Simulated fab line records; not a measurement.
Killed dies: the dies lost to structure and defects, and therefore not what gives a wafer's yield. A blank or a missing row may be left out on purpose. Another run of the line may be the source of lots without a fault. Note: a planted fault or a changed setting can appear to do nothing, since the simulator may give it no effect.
fab line records	flow n5_finfet
[record] lots = 8	wafers = 24	last_day = 18
route steps=1938 shown BEOL_M4@1111 BEOL_M10@1511 PASSIVATION@1936
lots with no fault: from the same line, run without faults
start_h: start of the lot's first displayed wafer, in hours after the record's first day	wait_h: hours from the lot's prior step to this one	" same as the row above	L1.1+2: a row that stands for several wafers	- no value present, or no start provided	* or withheld: withheld	< > ~ a bound
route shown NAME@n: names a module that has steps shown in the file, with the first one's number in the route	usual: the fault-free wafers' mean and standard deviation	same: alike in all rows	chamber/n: place in a boat	sites: per-site readings	_std_site: the standard deviation of these	_edge_site: mean of outer sites minus mean of inner sites	radius_mm: for every site, how far away it sits from the centre of the wafer	mask NAME#n: copy n	behind: the last tool/chamber to shape the wafer	hold: why the lot was held/for how many hours/how that ended	device: the n, p or np transistor that did not switch	end of line: tests run on the same wafers once the route is complete	a step with no rows: only its recipe	killed: at the first sort, the dies lost to defects and structure; wafer yield is something else	map: the dies of a wafer, with x for killed, . for not killed, _ for no die there
set.NAME: the run value of the setting; set.NAME@STEP: its run value at that earlier step	model.NAME: the simulator's own value behind a step, which no gauge read
one table for each step of the route and one row for each wafer, over a sample of lots
services: the hour from which a tool's chamber was out of use, counted from the record's first day as start_h (under 0 if before that day), plus the number of hours and why
[[steps]]
[step N5_BEOL_M4_RC_MEAS_101]
[usual] DIBL_N = 35.9/1.2	DIBL_P = 35.9/1.4	IOFF_N = 0.149/0.02	IOFF_P = 0.205/0.022	ION_N = 671/8.8	ION_P = 461/5.9	SS_N = 71.4/0.51	SS_P = 73.2/0.56	VT_N = 250.6/2.5	VT_P = -250.1/2.3
lot.wafer	tool	chamber	start_h	wait_h	DIBL_N[mV/V]	DIBL_P[mV/V]	IOFF_N[nA/um]	IOFF_P[nA/um]	ION_N[uA/um]	ION_P[uA/um]	SS_N[mV/dec]	SS_P[mV/dec]	VT_N[mV]	VT_P[mV]
L262.1	prober-02	0	204.64	0.0	36.5	36.9	0.162	0.193	686	462	72.0	73.3	248.0	-252.3
L262.2	"	0	"	"	38.0	38.1	0.178	0.207	679	459	71.9	73.8	248.6	-251.2
L262.5	"	0	"	"	37.0	37.4	0.166	0.195	680	453	71.1	73.3	246.5	-253.0
L267.1	prober-02	0	246.28	0.0	37.3	36.6	0.157	0.214	664	461	72.2	73.2	249.4	-245.2
L267.4	"	0	"	"	37.2	37.1	0.161	0.222	674	467	71.4	73.3	248.5	-248.9
L267.5	"	0	"	"	36.7	36.6	0.153	0.214	676	463	71.5	73.2	248.4	-249.7
L268.1	prober-01	0	246.53	0.0	35.2	35.3	0.126	0.174	666	451	71.1	72.8	252.4	-251.1
L268.5	"	0	"	"	36.3	36.9	0.146	0.195	674	460	72.0	73.3	251.7	-251.5
L268.6	"	0	"	"	35.7	36.8	0.137	0.201	667	464	71.2	73.7	254.8	-249.2
L275.3	prober-02	0	284.77	0.3	33.5	33.7	0.108	0.159	654	454	71.1	73.4	256.5	-254.7
L275.4	"	0	"	"	35.2	35.4	0.131	0.183	670	462	71.8	73.5	252.5	-251.4
L275.6	"	0	"	"	34.5	34.5	0.119	0.166	658	451	70.7	72.6	253.0	-255.3
L276.4	prober-02	0	290.18	0.5	34.1	36.2	0.146	0.232	675	464	71.5	73.3	248.4	-247.9
L276.5	"	0	"	"	34.2	35.8	0.150	0.226	678	467	71.9	72.9	248.1	-248.5
L276.6	"	0	"	"	35.2	37.2	0.167	0.251	679	472	71.5	73.6	248.2	-246.4
L273.2	prober-02	0	292.95	0.2	35.4	36.6	0.155	0.226	673	468	71.3	72.8	249.3	-245.9
L273.3	"	0	"	"	35.5	36.1	0.155	0.220	673	474	71.1	73.2	248.9	-246.5
L273.5	"	0	"	"	35.7	36.3	0.156	0.220	677	470	70.9	73.4	249.2	-244.9
L279.2	prober-01	0	297.68	0.2	36.2	37.5	0.150	0.202	672	464	71.1	73.4	249.7	-249.9
L279.4	"	0	"	"	36.0	37.1	0.156	0.198	672	458	70.9	73.2	249.8	-249.9
L279.5	"	0	"	"	36.6	38.0	0.162	0.208	674	465	71.8	73.9	247.4	-251.6
L282.1	prober-02	0	330.64	0.0	37.6	38.1	0.177	0.246	681	469	72.0	74.1	250.7	-247.8
L282.2	"	0	"	"	36.4	35.8	0.153	0.205	682	470	71.1	73.5	251.7	-250.6
L282.4	"	0	"	"	37.9	37.0	0.177	0.225	677	460	71.4	74.0	248.0	-248.2
[step N5_BEOL_M10_STRIP_36]
[recipe] chemistry = N2/H2	power_w = 450	temp_c = 40	pressure_mtorr = 20	rf_frequency_hz = 6e+07	overash_fraction = 0.3	bias_power_w = 7	h2_frac = 0.5	n2_flow_sccm = 200	h2_flow_sccm = 200
[usual] bias_power_w = 7.005/0.019	drypump_motor_current_A = 5.8/0.47	oes_product_au = 0.83/0.098	power_w = 450.0/1.2	rf_vpp_V = 58.9/1.9	showerhead_plenum_p_Torr = 2.51/0.091	temp_c = 40.01/0.11	throttle_valve_pct = 23.77/0.28
lot.wafer	tool	chamber	start_h	wait_h	bias_power_w	drypump_motor_current_A	oes_product_au	power_w	rf_hours_counter_h	rf_vpp_V	showerhead_plenum_p_Torr	temp_c	throttle_valve_pct
L262.1	rie_diel-03	2	266.72	0.0	7.000	5.8	0.85	451.3	65	61.3	2.68	40.00	23.69
L262.2	"	1	"	"	7.019	5.4	0.93	449.1	18	57.6	2.49	39.97	23.92
L262.5	"	0	"	"	7.045	5.7	0.72	447.0	-	60.8	2.42	40.17	24.10
L268.1	rie_diel-05	0	297.09	0.0	6.984	6.5	0.89	450.6	43	59.8	2.48	39.79	23.23
L268.5	"	3	"	"	7.032	5.4	0.67	451.0	-	56.5	2.49	39.92	24.24
L268.6	"	2	"	"	7.009	6.3	0.69	450.3	-	61.4	2.51	39.84	23.91
L267.1	rie_diel-03	3	297.44	0.0	6.986	5.3	0.99	451.3	2	56.1	2.50	40.11	23.38
L267.4	"	1	"	"	6.997	5.5	0.91	451.6	32	60.1	2.48	39.81	23.93
L267.5	"	1	"	"	7.026	5.5	0.92	451.6	-	57.6	2.48	39.90	23.91
L275.3	rie_diel-06	1	336.10	0.0	6.985	5.8	0.72	450.9	197	58.2	2.41	40.07	23.83
L275.4	"	2	"	"	7.007	5.5	0.77	449.8	160	56.6	2.54	40.03	23.84
L275.6	"	2	"	"	6.983	5.5	0.75	450.2	-	58.8	2.54	39.96	23.81
L276.4	rie_diel-06	3	344.74	0.0	7.029	4.9	0.90	449.2	49	60.5	2.47	40.25	24.03
L276.5	"	1	"	"	6.981	5.8	0.71	449.9	-	54.0	2.41	40.09	23.86
L276.6	"	0	"	"	6.990	5.7	0.86	448.7	-	57.3	2.47	39.98	23.66
L273.2	rie_diel-05	2	345.30	0.0	7.034	6.3	0.69	449.9	239	58.2	2.50	40.10	23.87
L273.3	"	1	"	"	6.985	6.5	0.93	450.1	10	55.1	2.72	39.95	23.76
L273.5	"	0	"	"	7.017	6.5	0.85	448.7	-	59.1	2.47	39.91	23.23
L279.2	rie_diel-05	1	351.26	0.0	7.026	6.5	0.92	448.8	13	57.8	2.71	39.92	23.75
L279.4	"	0	"	"	7.054	6.5	0.85	451.3	69	61.8	2.47	40.11	23.27
L279.5	"	1	"	"	7.027	6.5	0.93	448.6	-	58.7	2.72	39.95	23.76
L282.1	rie_diel-03	0	386.74	0.0	7.030	5.7	0.67	450.0	249	56.7	2.40	39.93	24.15
L282.2	"	2	"	"	7.014	5.8	0.81	448.3	112	59.3	2.66	39.98	23.71
L282.4	"	1	"	"	6.972	5.4	0.85	447.7	64	57.4	2.47	39.80	23.93
[step N5_BEOL_M10_ETCH_41]
[recipe] chemistry = CH3F/O2	target = SiCN	target_depth_a = 426	taper_deg = 2	time_s = 86	ion_energy_ev = 120	mask_material = TiN	pressure_mtorr = 30	source_w = 395	bias_w = 75	Ar_flow_sccm = 150	CH3F_flow_sccm = 30	O2_flow_sccm = 20
[usual] drypump_motor_current_A = 5.8/0.46	oes_product_au = 0.82/0.097	rf_vpp_V = 296.8/1.6	showerhead_plenum_p_Torr = 1.98/0.071	throttle_valve_pct = 16.31/0.25
lot.wafer	tool	chamber	start_h	wait_h	drypump_motor_current_A	oes_product_au	rf_hours_counter_h	rf_vpp_V	showerhead_plenum_p_Torr	throttle_valve_pct
L262.1	rie_diel-03	2	-	-	5.8	0.86	65	299.0	2.11	16.23
L262.2	"	1	"	"	5.4	0.93	18	295.9	1.96	16.35
L262.5	"	0	"	"	5.7	0.70	-	294.4	1.90	16.58
L268.1	rie_diel-05	0	-	-	6.4	0.87	43	296.3	1.95	15.83
L268.5	"	3	"	"	5.4	0.67	-	296.9	1.97	16.84
L268.6	"	2	"	"	6.2	0.69	-	297.9	1.97	16.49
L267.1	rie_diel-03	3	-	-	5.3	0.97	2	295.5	1.96	15.89
L267.4	"	1	"	"	5.5	0.90	32	296.2	1.95	16.40
L267.5	"	1	"	"	5.5	0.91	-	297.0	1.95	16.38
L275.3	rie_diel-06	1	-	-	5.8	0.72	197	295.6	1.91	16.61
L275.4	"	2	"	"	5.5	0.75	160	297.2	1.99	16.22
L275.6	"	2	"	"	5.5	0.75	-	297.0	1.99	16.23
L276.4	rie_diel-06	3	-	-	4.9	0.89	49	297.6	1.95	16.51
L276.5	"	1	"	"	5.8	0.71	-	294.1	1.91	16.61
L276.6	"	0	"	"	5.7	0.86	-	296.5	1.95	16.29
L273.2	rie_diel-05	2	-	-	6.3	0.68	239	297.8	1.97	16.55
L273.3	"	1	"	"	6.5	0.92	10	301.0	2.13	16.15
L273.5	"	0	"	"	6.5	0.84	-	296.7	1.95	15.89
L279.2	rie_diel-05	1	-	-	6.5	0.92	14	299.2	2.13	16.16
L279.4	"	0	"	"	6.5	0.84	69	296.3	1.94	15.89
L279.5	"	1	"	"	6.5	0.92	-	299.4	2.13	16.17
L282.1	rie_diel-03	0	-	-	5.7	0.67	249	295.0	1.88	16.69
L282.2	"	2	"	"	5.8	0.80	112	299.5	2.10	16.32
L282.4	"	1	"	"	5.5	0.86	64	296.3	1.94	16.44
[step N5_BEOL_M10_SURFACE_TREAT_76]
[recipe] gas = Ar	time_s = *	ion_energy_ev = *	ion_current_ma_cm2 = 0.5	pressure_mtorr = *	ar_flow_sccm = 30
[usual] throttle_valve_pct = *
lot.wafer	tool	chamber	start_h	wait_h	throttle_valve_pct
L262.1	pvd_sputter-02	-	268.13	0.4	*
L262.2	"	-	"	"	*
L262.5	"	-	"	"	*
L268.1	pvd_sputter-01	-	298.34	0.2	*
L268.5	"	-	"	"	*
L268.6	"	-	"	"	*
L267.1	pvd_sputter-03	-	299.38	0.2	*
L267.4	"	-	"	"	*
L267.5	"	-	"	"	*
L275.3	pvd_sputter-02	-	337.24	0.2	*
L275.4	"	-	"	"	*
L275.6	"	-	"	"	*
L276.4	pvd_sputter-02	-	346.33	0.2	*
L276.5	"	-	"	"	*
L276.6	"	-	"	"	*
L273.2	pvd_sputter-03	-	346.82	0.2	*
L273.3	"	-	"	"	*
L273.5	"	-	"	"	*
L279.2	pvd_sputter-03	-	352.63	0.4	*
L279.4	"	-	"	"	*
L279.5	"	-	"	"	*
L282.1	pvd_sputter-01	-	388.04	0.2	*
L282.2	"	-	"	"	*
L282.4	"	-	"	"	*
[step N5_BEOL_M10_CVD_75]
[recipe] material = Co	target_thk_a = 20	temp_c = withheld	precursor = CCTBA/H2	pressure_torr = 30	time_s = 138.9
[usual] chamber_pressure_Torr = 30.00/0.063	run_length_s = 161.6/0.51
lot.wafer	tool	chamber	start_h	wait_h	chamber_pressure_Torr	run_length_s
L262.1	cvd_co-01	1	268.42	0.3	30.01	161.1
L262.2	"	2	"	"	30.06	162.3
L262.5	"	1	"	"	29.97	161.1
L268.1	cvd_co-01	2	298.55	0.2	30.09	162.0
L268.5	"	0	"	"	29.96	161.7
L268.6	"	2	"	"	29.95	161.8
L267.1	cvd_co-02	1	299.46	0.1	30.06	161.6
L267.4	"	1	"	"	30.03	161.7
L267.5	"	0	"	"	29.96	162.3
L275.3	cvd_co-02	1	337.53	0.3	-	-
L275.4	"	2	"	"	-	-
L275.6	"	1	"	"	-	-
L276.4	cvd_co-01	2	346.51	0.2	-	-
L276.5	"	0	"	"	-	-
L276.6	"	2	"	"	-	-
L273.2	cvd_co-01	0	346.91	0.1	30.05	161.7
L273.3	"	0	"	"	29.90	161.7
L273.5	"	2	"	"	30.03	162.0
L279.2	cvd_co-01	0	353.87	1.2	30.02	162.0
L279.4	"	0	"	"	30.04	162.0
L279.5	"	0	"	"	30.04	161.4
L282.1	cvd_co-01	1	388.10	0.0	29.92	160.9
L282.2	"	2	"	"	30.08	161.6
L282.4	"	1	"	"	29.92	161.3
[step N5_BEOL_M10_CMP_52]
[recipe] stop_on = SiCOH_lowk	t_overpolish_s = 7	down_force_psi = 1	platen_rpm = 50	clearing_platen_down_force_psi = 1.5	clearing_platen_rpm = 50	post_cmp_clean = cu_alkaline	target_thk_nm = 140	clearing_platen_pad_velocity_m_s = 0.99484	pad_velocity_m_s = 0.99484
[usual] barrier_field_endpoint_s = 29.0/0.66	clearing_platen_down_force_psi = 1.500/0.003	motor_current_A = 6.1/0.57	platen_rpm = 50.00/0.034	slurry_flow_ml_min = 150.1/0.49
lot.wafer	tool	chamber	start_h	wait_h	barrier_field_endpoint_s	clearing_platen_down_force_psi	motor_current_A	platen_rpm	slurry_flow_ml_min
L262.2	cmp-01	3	270.33	0.3	29.1	1.500	5.9	50.01	150.6
L262.1	"	0	"	"	28.7	1.495	6.7	50.01	149.6
L262.5	"	2	"	"	29.5	1.495	6.4	49.98	149.6
L268.1	cmp-03	2	299.50	0.3	27.9	1.506	6.9	50.00	149.9
L268.6	"	2	"	"	28.1	1.505	6.9	50.04	150.0
L268.5	"	3	"	"	27.7	1.501	6.6	50.02	150.1
L267.4	cmp-02	3	300.19	0.2	29.2	1.497	5.6	50.08	150.8
L267.1	"	0	"	"	29.0	1.500	5.7	50.05	151.4
L267.5	"	1	"	"	28.2	1.499	5.5	50.04	149.6
L275.4	cmp-02	1	339.77	0.2	26.4	1.505	5.5	50.02	151.2
L275.3	"	2	"	"	27.1	1.496	6.1	49.98	150.2
L275.6	"	1	"	"	25.9	1.502	5.3	50.03	150.1
L276.4	cmp-03	2	347.57	0.2	26.5	1.500	7.1	50.02	150.3
L276.5	"	1	"	"	27.0	1.501	5.2	50.01	150.1
L276.6	"	2	"	"	27.2	1.503	6.7	50.05	149.9
L273.2	cmp-02	0	347.96	0.2	28.7	1.500	6.2	49.98	149.6
L273.3	"	2	"	"	29.9	1.500	6.4	49.97	150.5
L273.5	"	0	"	"	29.0	1.501	5.4	49.91	150.2
L279.4	cmp-01	1	354.61	0.2	29.0	1.501	6.2	49.94	149.8
L279.2	"	3	"	"	28.5	1.502	5.8	50.05	150.4
L279.5	"	0	"	"	29.0	1.497	6.9	49.98	149.5
L282.2	cmp-03	3	388.76	0.2	28.0	1.496	6.8	50.03	150.4
L282.1	"	0	"	"	28.6	1.504	6.2	50.06	150.5
L282.4	"	2	"	"	29.2	1.498	6.9	50.00	150.2
[step N5_PASSIVATION_PROBE_49]
[usual] defect_limited_yield = 91.1/1.4	killed_at_M0_to_M3 = 34/10	killed_at_M4_up = 14/5.5	killed_at_contacts = 12/5.1	killed_at_front_end = 41/12	killed_at_other = 4/3.1	killed_dies = 105/17	killed_on_rim = 13/3.7	killed_open = 70/13	killed_short = 33/7.6	sort_bin_5_function = 5.3/0.98	sort_bin_6_memory = 3.3/0.67	sort_n_pass = 1075/17	sort_yield_pct = 91.1/1.4
[same] gross_dies = 1180	killed_at_back_side = 0	sort_bin_4_leakage[%] = 0	sort_bin_8_speed[%] = 0
lot.wafer	tool	chamber	start_h	wait_h	defect_limited_yield[%]	killed_at_M0_to_M3	killed_at_M4_up	killed_at_contacts	killed_at_front_end	killed_at_other	killed_dies	killed_on_rim	killed_open	killed_short	sort_bin_5_function[%]	sort_bin_6_memory[%]	sort_n_pass	sort_yield_pct[%]
L262.1	prober-01	-	325.31	0.0	88.7	46	16	12	57	2	133	19	82	49	6.5	4.4	1047	88.7
L262.2	prober-01	-	325.36	0.1	89.8	48	6	16	50	0	120	13	78	39	6.3	3.6	1060	89.8
L262.5	prober-01	-	325.51	0.2	89.9	55	8	10	42	4	119	17	69	50	5.5	4.0	1061	89.9
L268.1	prober-01	-	348.89	0.0	90.3	22	18	16	55	4	115	14	87	28	5.9	3.5	1065	90.3
L268.5	prober-01	-	349.09	0.2	91.9	25	11	15	43	2	96	13	76	19	4.7	3.3	1084	91.9
L268.6	prober-01	-	349.14	0.3	91.1	25	13	20	46	1	105	11	69	35	5.2	3.5	1075	91.1
L267.1	prober-02	-	350.86	0.0	92.4	31	14	7	30	8	90	7	66	22	3.5	3.7	1090	92.4
L267.4	prober-02	-	351.01	0.2	90.6	31	22	13	36	9	111	15	76	35	5.4	3.9	1069	90.6
L267.5	prober-02	-	351.06	0.2	90.8	50	15	7	34	2	108	13	61	46	6.0	2.9	1072	90.8
L275.3	prober-01	-	394.23	0.1	23.2	12	841	21	31	1	906	85	43	32	64.1	12.4	274	23.2
L275.4	prober-01	-	394.28	0.2	24.4	14	836	7	29	6	892	75	36	28	62.5	12.8	288	24.4
L275.6	prober-01	-	394.38	0.3	24.8	29	814	11	27	6	887	72	52	30	63.7	11.2	293	24.8
L276.4	prober-01	-	400.83	0.2	24.5	25	814	8	38	6	891	72	56	32	63.0	12.2	289	24.5
L276.5	prober-01	-	400.88	0.2	24.7	24	822	9	28	5	888	145	54	23	64.2	11.0	292	24.7
L276.6	prober-01	-	400.93	0.3	22.6	22	858	8	25	0	913	70	45	25	64.9	12.5	267	22.6
L273.2	prober-02	-	407.97	0.1	91.4	33	18	17	28	6	102	12	77	25	5.4	3.1	1078	91.4
L273.3	prober-02	-	408.02	0.1	89.8	37	21	10	47	5	120	18	76	44	5.7	4.1	1060	89.8
L273.5	prober-02	-	408.12	0.2	89.8	43	12	9	46	10	120	11	92	28	6.2	3.7	1060	89.8
L279.2	prober-01	-	408.98	0.1	90.5	42	24	18	26	2	112	11	68	41	5.9	3.1	1068	90.5
L279.4	prober-01	-	409.08	0.2	91.0	38	13	8	46	1	106	10	69	34	5.5	3.1	1074	91.0
L279.5	prober-01	-	409.13	0.2	89.7	52	12	18	36	3	121	15	76	45	5.6	4.2	1059	89.7
L282.1	prober-02	-	437.63	0.0	90.3	33	12	23	44	3	115	21	79	35	6.4	3.1	1065	90.3
L282.2	prober-02	-	437.68	0.1	90.8	33	12	16	45	2	108	16	69	38	4.9	4.0	1072	90.8
L282.4	prober-02	-	437.78	0.2	92.0	32	11	13	32	6	94	11	60	33	4.3	3.0	1086	92.0
// killed by level:class
L262.1 BEOL_M0_SAQP:geometric_particle:short=15 STI_FIN_REVEAL:geometric_particle:open=14 FIN_SAQP:geometric_particle:open=13 MOL_CONTACT_COAG:geometric_particle:open=10 FIN_SAQP:geometric_particle:short=8 BEOL_M2:geometric_particle:open=8 STI_FIN_REVEAL:geometric_particle:short=8 BEOL_M4:geometric_particle:open=8
L262.2 STI_FIN_REVEAL:geometric_particle:open=14 BEOL_M1:geometric_particle:open=14 MOL_CONTACT_COAG:geometric_particle:open=11 BEOL_M0:geometric_particle:open=10 BEOL_M0_SAQP:geometric_particle:short=9 GATE_CUT:geometric_particle:short=7 FIN_SAQP:geometric_particle:open=6 BEOL_M0_SAQP:geometric_particle:open=5
L262.5 BEOL_M0_SAQP:geometric_particle:short=16 FIN_SAQP:geometric_particle:short=14 BEOL_M3:geometric_particle:open=10 BEOL_M1:geometric_particle:open=9 STI_FIN_REVEAL:geometric_particle:open=8 MOL_CONTACT_COAG:geometric_particle:open=8 BEOL_M0_SAQP:geometric_particle:open=7 FIN_SAQP:geometric_particle:open=5
L268.1 STI_FIN_REVEAL:geometric_particle:open=26 MOL_CONTACT_COAG:geometric_particle:open=12 BEOL_M4:geometric_particle:open=8 DUMMY_GATE:geometric_particle:open=7 STI_FIN_REVEAL:geometric_particle:short=5 BEOL_M0:geometric_particle:open=5 BEOL_M2:geometric_particle:open=5 MOL_CONTACT_COAG:geometric_particle:short=4
L268.5 STI_FIN_REVEAL:geometric_particle:open=23 MOL_CONTACT_COAG:geometric_particle:open=12 BEOL_M0:geometric_particle:open=8 FIN_SAQP:geometric_particle:open=6 FIN_SAQP:geometric_particle:short=4 BEOL_M6:geometric_particle:open=4 BEOL_M1:geometric_particle:open=4 BEOL_M2:geometric_particle:open=4
L268.6 MOL_CONTACT_COAG:geometric_particle:open=18 STI_FIN_REVEAL:geometric_particle:open=10 FIN_SAQP:geometric_particle:open=7 BEOL_M0:geometric_particle:open=7 BEOL_M3:geometric_particle:open=7 FIN_SAQP:geometric_particle:short=6 STI_FIN_REVEAL:geometric_particle:short=6 GATE_CUT:geometric_particle:short=5
L267.1 BEOL_M4:geometric_particle:open=9 BEOL_M0_SAQP:geometric_particle:open=8 MOL_CONTACT_COAG:geometric_particle:open=7 STI_FIN_REVEAL:geometric_particle:open=6 BEOL_M2:geometric_particle:open=6 BEOL_M3:geometric_particle:open=6 FIN_SAQP:geometric_particle:open=5 BEOL_M0_SAQP:geometric_particle:short=5
L267.4 BEOL_M4:geometric_particle:open=16 STI_FIN_REVEAL:geometric_particle:open=10 BEOL_M0_SAQP:geometric_particle:short=9 MOL_CONTACT_COAG:geometric_particle:open=8 BEOL_M3:geometric_particle:open=7 FIN_SAQP:geometric_particle:open=6 MOL_CONTACT_COAG:geometric_particle:short=5 BEOL_M0_SAQP:geometric_particle:open=5
L267.5 BEOL_M0_SAQP:geometric_particle:short=18 BEOL_M0_SAQP:geometric_particle:open=8 BEOL_M2:geometric_particle:open=7 MOL_CONTACT_COAG:geometric_particle:open=7 BEOL_M4:geometric_particle:open=7 FIN_SAQP:geometric_particle:short=6 BEOL_M1:geometric_particle:open=5 STARTING-WAFER:geometric_particle:short=5
L275.3 BEOL_M10:area_cvd=488 BEOL_M10:interface_void_opened=343 MOL_CONTACT_COAG:geometric_particle:open=16 FIN_SAQP:geometric_particle:short=6 FIN_SAQP:geometric_particle:open=5 GATE_CUT:geometric_particle:short=5 MOL_CONTACT_COAG:geometric_particle:short=5 STI_FIN_REVEAL:geometric_particle:short=4
L275.4 BEOL_M10:area_cvd=461 BEOL_M10:interface_void_opened=367 FIN_SAQP:geometric_particle:short=8 MOL_CONTACT_COAG:geometric_particle:open=7 BEOL_M0_SAQP:geometric_particle:short=6 FIN_SAQP:geometric_particle:open=5 STI_FIN_REVEAL:geometric_particle:open=3 GATE_CUT:geometric_particle:short=3
L275.6 BEOL_M10:area_cvd=488 BEOL_M10:interface_void_opened=317 BEOL_M2:geometric_particle:open=11 FIN_SAQP:geometric_particle:open=9 MOL_CONTACT_COAG:geometric_particle:open=9 FIN_SAQP:geometric_particle:short=5 BEOL_M0_SAQP:geometric_particle:short=5 STI_FIN_REVEAL:geometric_particle:open=4
L276.4 BEOL_M10:area_cvd=467 BEOL_M10:interface_void_opened=335 FIN_SAQP:geometric_particle:short=10 STI_FIN_REVEAL:geometric_particle:open=9 MOL_CONTACT_COAG:geometric_particle:open=6 BEOL_M4:geometric_particle:open=6 FIN_SAQP:geometric_particle:open=5 BEOL_M0_SAQP:geometric_particle:open=5
L276.5 BEOL_M10:area_cvd=464 BEOL_M10:interface_void_opened=344 MOL_CONTACT_COAG:geometric_particle:open=7 BEOL_M0_SAQP:geometric_particle:open=7 BEOL_M3:geometric_particle:open=5 FIN_SAQP:geometric_particle:open=4 STI_FIN_REVEAL:geometric_particle:open=4 BEOL_M0_SAQP:geometric_particle:short=4
L276.6 BEOL_M10:area_cvd=512 BEOL_M10:interface_void_opened=330 MOL_CONTACT_COAG:geometric_particle:open=6 BEOL_M0_SAQP:geometric_particle:open=6 BEOL_M3:geometric_particle:open=6 FIN_SAQP:geometric_particle:short=5 DUMMY_GATE:geometric_particle:open=5 BEOL_M0_SAQP:geometric_particle:short=5
L273.2 MOL_CONTACT_COAG:geometric_particle:open=15 BEOL_M2:geometric_particle:open=15 DUMMY_GATE:geometric_particle:open=8 BEOL_M4:geometric_particle:open=8 BEOL_M0:geometric_particle:open=5 FIN_SAQP:geometric_particle:open=4 FIN_SAQP:geometric_particle:short=4 DUMMY_GATE:geometric_particle:short=3
L273.3 FIN_SAQP:geometric_particle:short=14 BEOL_M4:geometric_particle:open=13 BEOL_M3:geometric_particle:open=10 GATE_CUT:geometric_particle:short=9 MOL_CONTACT_COAG:geometric_particle:open=9 STI_FIN_REVEAL:geometric_particle:open=7 BEOL_M0_SAQP:geometric_particle:short=7 FIN_SAQP:geometric_particle:open=6
L273.5 STI_FIN_REVEAL:geometric_particle:open=15 BEOL_M2:geometric_particle:open=14 MOL_CONTACT_COAG:geometric_particle:open=9 BEOL_M4:geometric_particle:open=8 DUMMY_GATE:geometric_particle:open=7 BEOL_M0_SAQP:geometric_particle:short=7 BEOL_M0_SAQP:geometric_particle:open=7 BEOL_M3:geometric_particle:open=6
L279.2 BEOL_M0_SAQP:geometric_particle:short=18 BEOL_M0_SAQP:geometric_particle:open=17 MOL_CONTACT_COAG:geometric_particle:open=13 BEOL_M4:geometric_particle:open=12 STI_FIN_REVEAL:geometric_particle:open=7 FIN_SAQP:geometric_particle:short=5 MOL_CONTACT_COAG:geometric_particle:short=5 FIN_SAQP:geometric_particle:open=3
L279.4 STI_FIN_REVEAL:geometric_particle:open=15 BEOL_M0_SAQP:geometric_particle:open=15 BEOL_M0_SAQP:geometric_particle:short=10 FIN_SAQP:geometric_particle:short=8 MOL_CONTACT_COAG:geometric_particle:open=6 BEOL_M2:geometric_particle:open=6 FIN_CUT:geometric_particle:short=4 STARTING-WAFER:geometric_particle:open=4
L279.5 MOL_CONTACT_COAG:geometric_particle:open=14 BEOL_M0_SAQP:geometric_particle:short=13 BEOL_M0_SAQP:geometric_particle:open=12 STI_FIN_REVEAL:geometric_particle:open=8 BEOL_M2:geometric_particle:open=8 FIN_SAQP:geometric_particle:open=7 BEOL_M1:geometric_particle:open=6 BEOL_M4:geometric_particle:open=5
L282.1 MOL_CONTACT_COAG:geometric_particle:open=20 FIN_SAQP:geometric_particle:open=14 BEOL_M0_SAQP:geometric_particle:short=12 BEOL_M2:geometric_particle:open=9 BEOL_M0_SAQP:geometric_particle:open=8 STI_FIN_REVEAL:geometric_particle:open=7 GATE_CUT:geometric_particle:short=5 FIN_SAQP:geometric_particle:short=4
L282.2 FIN_SAQP:geometric_particle:open=17 MOL_CONTACT_COAG:geometric_particle:open=12 BEOL_M2:geometric_particle:open=9 FIN_SAQP:geometric_particle:short=8 BEOL_M1:geometric_particle:open=6 BEOL_M0_SAQP:geometric_particle:short=5 STI_FIN_REVEAL:geometric_particle:open=4 MOL_CONTACT_COAG:geometric_particle:short=4
L282.4 FIN_SAQP:geometric_particle:open=9 MOL_CONTACT_COAG:geometric_particle:open=8 FIN_SAQP:geometric_particle:short=6 BEOL_M2:geometric_particle:open=6 BEOL_M1:geometric_particle:open=5 MOL_CONTACT_COAG:geometric_particle:short=5 BEOL_M0_SAQP:geometric_particle:open=5 DUMMY_GATE:geometric_particle:open=4
[[services]]
tool	chamber	start_h	hours	kind
cvd_co-01	-	242.98	0.6	repair
cmp-01	-	247.27	5.1	repair
rie_diel-05	1	267.39	5.0	repair
rie_diel-03	3	270.33	-	clean
rie_diel-03	3	270.33	-	consumable_replace:focus_ring
rie_diel-03	3	270.33	20.3	scheduled_down
rie_diel-03	3	270.33	20.3	vent_cycle
cmp-03	-	279.02	0.5	repair
cvd_co-01	1	282.41	1.9	repair
rie_diel-05	1	299.46	2.0	repair
rie_diel-06	1	299.65	16.4	repair
rie_diel-05	1	303.94	-	clean
rie_diel-05	1	303.94	-	consumable_replace:focus_ring
rie_diel-05	1	303.94	-	consumable_replace:showerhead
rie_diel-05	1	303.94	18.2	scheduled_down
cmp-03	-	306.25	2.1	repair
cmp-01	-	313.34	12.6	repair
rie_diel-03	-	322.24	2.8	pm
cmp-01	-	330.49	0.3	repair
cvd_co-01	-	336.36	8.9	repair
cmp-01	-	339.13	1.6	repair
cmp-03	-	342.02	4.0	pm
cvd_co-02	-	352.07	4.3	pm
pvd_sputter-03	-	358.43	1.8	repair
[[key]]
[first_sign] step = N5_BEOL_M10_CVD_75	reading = tool_record	direction = missing
[effect] step = N5_BEOL_M10_CMP_52	reading = barrier_field_endpoint_s	direction = down	sigmas = 3.5	usual = 29.0	struck = 26.7
[effect] step = N5_PASSIVATION_PROBE_49	reading = killed_at_M4_up	direction = up	sigmas = 99+	usual = 14	struck = 831
[more_kills_born_at] N5_BEOL_M10_CVD_75@cvd_co-01 = 1443	N5_BEOL_M10_CVD_75@cvd_co-02 = 1437
met_at N5_BEOL_M10_CVD_75
struck_lots L275,L276
later_rows_left_out L275.3,L275.4,L275.6,L276.4,L276.5,L276.6
not_acting_at N5_BEOL_M10_STRIP_36,N5_BEOL_M10_ETCH_41,N5_BEOL_M10_SURFACE_TREAT_76
onset_between 299.46 337.53
[fault] kind = skipped_step_whole	tool = cvd_co-01,cvd_co-02	chamber = -	onset_h = 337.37	steps = N5_BEOL_M10_CVD_75	scope = struck_lots_only
// later_rows_left_out: the simulator's readings of these wafers behind a module that went badly wrong aren't trusted and aren't shown, but for the sort
